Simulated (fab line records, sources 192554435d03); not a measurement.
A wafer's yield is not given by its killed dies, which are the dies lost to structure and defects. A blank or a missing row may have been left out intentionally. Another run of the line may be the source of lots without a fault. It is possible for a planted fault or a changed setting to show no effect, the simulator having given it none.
Split-lot study :: flow n5Finfet :: 21 wafers read from 7 lots, route of 1938 steps

SPLIT DETAILS
At N5_FIN_SAQP_HM_DEP_03 (deposits SiNx from SiH4/NH3/N2, target thk 38 nm, time 33.6 s), the setting timeS was moved away from the recipe's 33.6 s on 5 of the 21 wafers read, by -11.6% to -9.9%. This setting was run at the recipe's value on the other wafers.

FROM THE SPLIT TO THE READING: what the file shows between them, 6 steps
- N5_FIN_SAQP_THK_MEAS_05
- N5_FIN_SAQP_PECVD_47: deposits a-Si from SiH4/He, target thk 45 nm, time 36.3 s
- N5_FIN_SAQP_PECVD_48: deposits SiNx from SiH4/NH3/N2, target thk 25 nm, time 22.1 s
- N5_FIN_SAQP_SPACER2_ALD_28: deposits SiO2, target thk 8.1 nm, pulse time 1 s, purge time 2 s
- N5_FIN_SAQP_SPACER2_ETCHBACK_29: etches SiO2 in CHF3/O2, target depth 12.2 nm, time 6.1 s
- N5_FIN_SAQP_MANDREL2_REMOVE_60: chemistry HBr/Cl2/O2, target a-Si, stops on SiNx, bt time 10 s

THE READING
etch.depthNm (the simulator's own value, which no gauge read), in nm, at N5_FIN_SAQP_HM_OPEN_33 (chemistry CH3F/O2, target SiNx, target depth 49.4 nm, time 70.6 s). There is no usual value for it anywhere in the file. Average 36.98 nm, standard deviation 0.57 nm, over the 16 wafers here run with the recipe.

wafer: L074.4
tool, chamber at the split: pecvd-04, 0
timeS as run, s: 33.6
against the recipe: recipe
etch.depthNm, nm: 37.32
against lot-mates on the recipe: -

wafer: L074.5
tool, chamber at the split: pecvd-04, 1
timeS as run, s: 33.6
against the recipe: recipe
etch.depthNm, nm: 38.02
against lot-mates on the recipe: -

wafer: L074.6
tool, chamber at the split: pecvd-04, 2
timeS as run, s: 33.6
against the recipe: recipe
etch.depthNm, nm: 37.71
against lot-mates on the recipe: -

wafer: L076.1
tool, chamber at the split: pecvd-03, 0
timeS as run, s: 33.6
against the recipe: recipe
etch.depthNm, nm: 36.75
against lot-mates on the recipe: -

wafer: L076.2
tool, chamber at the split: pecvd-03, 1
timeS as run, s: 33.6
against the recipe: recipe
etch.depthNm, nm: 35.92
against lot-mates on the recipe: -

wafer: L076.6
tool, chamber at the split: pecvd-03, 1
timeS as run, s: 30.29
against the recipe: -9.9%
etch.depthNm, nm: 33.1
against lot-mates on the recipe: -3.23

wafer: L080.1
tool, chamber at the split: pecvd-04, 1
timeS as run, s: 33.6
against the recipe: recipe
etch.depthNm, nm: 37.44
against lot-mates on the recipe: -

wafer: L080.2
tool, chamber at the split: pecvd-04, 0
timeS as run, s: 29.71
against the recipe: -11.6%
etch.depthNm, nm: 33.12
against lot-mates on the recipe: -4.32

wafer: L080.5
tool, chamber at the split: pecvd-04, 0
timeS as run, s: 29.71
against the recipe: -11.6%
etch.depthNm, nm: 33.74
against lot-mates on the recipe: -3.70

wafer: L084.2
tool, chamber at the split: pecvd-04, 0,1
timeS as run, s: 33.6
against the recipe: recipe
etch.depthNm, nm: 36.53
against lot-mates on the recipe: -

wafer: L084.3
tool, chamber at the split: pecvd-04, 0,1
timeS as run, s: 33.6
against the recipe: recipe
etch.depthNm, nm: 36.65
against lot-mates on the recipe: -

wafer: L084.6
tool, chamber at the split: pecvd-04, 1
timeS as run, s: 33.6
against the recipe: recipe
etch.depthNm, nm: 37.74
against lot-mates on the recipe: -

wafer: L088.1
tool, chamber at the split: pecvd-03, 0
timeS as run, s: 33.6
against the recipe: recipe
etch.depthNm, nm: 36.02
against lot-mates on the recipe: -

wafer: L088.2
tool, chamber at the split: pecvd-03, 2
timeS as run, s: 33.6
against the recipe: recipe
etch.depthNm, nm: 36.55
against lot-mates on the recipe: -

wafer: L088.5
tool, chamber at the split: pecvd-03, 2
timeS as run, s: 33.6
against the recipe: recipe
etch.depthNm, nm: 36.87
against lot-mates on the recipe: -

wafer: L093.1
tool, chamber at the split: pecvd-01, 1
timeS as run, s: 33.6
against the recipe: recipe
etch.depthNm, nm: 37.07
against lot-mates on the recipe: -

wafer: L093.3
tool, chamber at the split: pecvd-01, 2
timeS as run, s: 33.6
against the recipe: recipe
etch.depthNm, nm: 36.97
against lot-mates on the recipe: -

wafer: L093.6
tool, chamber at the split: pecvd-01, 2
timeS as run, s: 33.6
against the recipe: recipe
etch.depthNm, nm: 37.29
against lot-mates on the recipe: -

wafer: L097.1
tool, chamber at the split: pecvd-03, 0
timeS as run, s: 30.25
against the recipe: -10.0%
etch.depthNm, nm: 32.93
against lot-mates on the recipe: -3.98

wafer: L097.2
tool, chamber at the split: pecvd-03, 2
timeS as run, s: 33.6
against the recipe: recipe
etch.depthNm, nm: 36.91
against lot-mates on the recipe: -

wafer: L097.6
tool, chamber at the split: pecvd-03, 1
timeS as run, s: 30.25
against the recipe: -10.0%
etch.depthNm, nm: 33.16
against lot-mates on the recipe: -3.75
If several chambers appear in one row, that row covers several wafers at once and the file leaves open which wafer was in which chamber.

THE FIT
A straight line over all 21 wafers: etch.depthNm changes by +0.352 nm for each +1% of timeS; r = +0.94; the points scatter about the line by 0.59 nm.
The same after taking each lot's own level away (the mean of its wafers on the recipe; 21 wafers): +0.358 nm for each +1%; r = +0.98; scatter 0.36 nm.
According to that fit, moving timeS by its largest amount changes the reading by 4.1 nm.
Across the lots, their own levels run from 36.335 to 37.683 nm, a range of 2.4 times the standard deviation given above.
Hence the lot-to-lot level has little effect on the slope; both slopes agree.
Check: for one of the wafers moved furthest among these (-11.6%), held out of the fit, the line's prediction against its lot-mates is -4.09 nm. It came out at -4.32 nm against them.

THE OTHER SPLITS THESE WAFERS WENT THROUGH
Other splits were also applied to these wafers ahead of the reading. Each is held against what the fit with the lots' levels taken away leaves over:
other split on the same wafers: N5_ZERO_LAYER_PECVD_02 timeS
wafers away from the commonest value: 4
r with etch.depthNm (lot level and that fit taken away): +0.23

other split on the same wafers: N5_ZERO_LAYER_COAT_05 spinRpm
wafers away from the commonest value: 3
r with etch.depthNm (lot level and that fit taken away): +0.27

other split on the same wafers: N5_PMOS_HMC_CHANNEL_EPI_EXPOSE_06 doseMj
wafers away from the commonest value: 7
r with etch.depthNm (lot level and that fit taken away): -0.20

other split on the same wafers: N5_PMOS_HMC_CHANNEL_EPI_DEVELOP_08 developTimeS
wafers away from the commonest value: 6
r with etch.depthNm (lot level and that fit taken away): +0.19

other split on the same wafers: N5_FIN_SAQP_ALD_61 aldCycles
wafers away from the commonest value: 9
r with etch.depthNm (lot level and that fit taken away): +0.00

THE WHOLE CHAIN: every reading that the file lists as answering this split, in the file's order
step: N5_FIN_SAQP_HM_DEP_03
what it does: deposits SiNx from SiH4/NH3/N2, target thk 38 nm, time 33.6 s
reading: SiNx_of_FIN_SAQP_HM_DEP_03.thkNm (the simulator's own value, which no gauge read)
change (the file's fit): +0.346 nm for each +1% of the setting
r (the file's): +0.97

step: N5_FIN_SAQP_THK_MEAS_05
what it does: 
reading: thkNm
change (the file's fit): withheld for each +1% of the setting
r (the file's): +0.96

step: N5_FIN_SAQP_MANDREL2_REMOVE_60
what it does: chemistry HBr/Cl2/O2, target a-Si, stops on SiNx, bt time 10 s
reading: SiNx_of_FIN_SAQP_HM_DEP_03.thkNm (the simulator's own value, which no gauge read)
change (the file's fit): +0.356 nm for each +1% of the setting
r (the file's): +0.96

step: N5_FIN_SAQP_HM_OPEN_33
what it does: chemistry CH3F/O2, target SiNx, target depth 49.4 nm, time 70.6 s
reading: etchRfOnTimeS
change (the file's fit): withheld for each +1% of the setting
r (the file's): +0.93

step: N5_FIN_SAQP_HM_OPEN_33
what it does: chemistry CH3F/O2, target SiNx, target depth 49.4 nm, time 70.6 s
reading: etch.depthNm (the simulator's own value, which no gauge read)
change (the file's fit): +0.354 nm for each +1% of the setting
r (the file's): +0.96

FILE'S OWN FIT
etch.depthNm changes by +0.354 nm for each +1% of timeS, r = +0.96.
